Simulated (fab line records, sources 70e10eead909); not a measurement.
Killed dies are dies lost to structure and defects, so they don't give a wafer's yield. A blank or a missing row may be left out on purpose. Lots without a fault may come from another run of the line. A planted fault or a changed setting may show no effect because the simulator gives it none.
Chamber matching | flow nand_harc | NHARC_A_CHANNEL_HOLE_D1_ETCH_16 on rie_diel-10: 4 sister chambers
The step etches the open film in O2/COS, target depth 3100 nm, time 806 s. 24 wafers are shown with their chamber, then 11 later ones without.

WAFERS WITH THEIR CHAMBER
wafer  | chamber | showerhead_plenum_p_Torr (Torr) | drypump_motor_current_A (A) | rf_vpp_V (V)
L599.2 | 0       | 3.27                            | 6.02                        | 315.8
L599.3 | 1       | 3.16                            | 5.94                        | 314.3
L599.6 | 0       | 3.27                            | 6.02                        | 316.1
L602.1 | 1       | 3.16                            | 5.95                        | 313.8
L602.5 | 3       | 3.34                            | 6.23                        | 316.5
L602.6 | 0       | 3.27                            | 6.02                        | 317.3
L604.2 | 0       | 3.27                            | 6.00                        | 316.1
L604.3 | 2       | 2.95                            | 6.29                        | 311.5
L604.6 | 0       | 3.27                            | 5.99                        | 316.9
L603.2 | 0       | 3.27                            | 6.04                        | 317.3
L603.5 | 2       | 2.95                            | 6.33                        | 311.1
L603.6 | 1       | 3.16                            | 5.97                        | 315.1
L605.1 | 2       | 2.95                            | 6.29                        | 310.9
L605.2 | 1       | 3.16                            | 5.95                        | 313.3
L605.6 | 1       | 3.16                            | 5.90                        | 316.0
L606.1 | 2       | 2.95                            | 6.27                        | 310.9
L606.3 | 3       | 3.34                            | 6.24                        | 317.7
L606.5 | 0       | 3.27                            | 6.02                        | 316.9
L608.1 | 3       | 3.34                            | 6.24                        | 317.9
L609.1 | 1       | 3.15                            | 5.95                        | 313.6
L617.1 | 3       | 3.34                            | 6.23                        | 317.7
L617.3 | 1       | 3.15                            | 5.93                        | 313.8
L617.4 | 2       | 2.95                            | 6.28                        | 311.6
L618.1 | 0       | 3.26                            | 6.02                        | 315.4

SIGNATURES (means of the wafers above)
reading                  | chamber 0 | chamber 1 | chamber 2 | chamber 3 | scatter within a chamber
showerhead_plenum_p_Torr | 3.2687    | 3.1571    | 2.9500    | 3.3400    | 0.00339
drypump_motor_current_A  | 6.0162    | 5.9414    | 6.2920    | 6.2350    | 0.0182
rf_vpp_V                 | 316.475   | 314.271   | 311.200   | 317.450   | 0.735
Rule: a wafer's distance from a chamber is the root of the sum, over the readings, of the square of ((its reading less the chamber's mean) divided by the reading's scatter). The wafer belongs to the nearest chamber; if the next one is less than 2 further off, it can't be placed. The scatter: the root of (the sum of the squares of (reading less its chamber's mean) over the shown wafers, divided by (wafers less chambers)).

WAFERS WITHOUT THEIR CHAMBER
wafer  | showerhead_plenum_p_Torr (Torr) | drypump_motor_current_A (A) | rf_vpp_V (V)
L618.3 | 3.15                            | 5.94                        | 313.2
L618.4 | 2.95                            | 6.31                        | 312.8
L619.1 | 3.15                            | 5.97                        | 315.2
L619.4 | 3.34                            | 6.20                        | 315.1
L619.5 | 3.26                            | 6.04                        | 316.9
L620.1 | 3.33                            | 6.24                        | 317.9
L620.4 | 3.26                            | 6.02                        | 316.2
L620.5 | 2.94                            | 6.30                        | 312.6
L621.2 | 3.33                            | 6.25                        | 316.5
L621.3 | 3.15                            | 5.97                        | 313.8
L621.6 | 3.26                            | 6.00                        | 316.1

WHICH CHAMBER EACH WENT THROUGH
wafer  | from the rows above | in truth
L618.3 | 1                   | 1
L618.4 | 2                   | 2
L619.1 | 1                   | 1
L619.4 | 3                   | 3
L619.5 | 0                   | 0
L620.1 | 3                   | 3
L620.4 | 0                   | 0
L620.5 | 2                   | 2
L621.2 | 3                   | 3
L621.3 | 1                   | 1
L621.6 | 0                   | 0
Placed correctly: 11 of 11. Can't be placed from these rows: 0. Placed wrongly: 0.
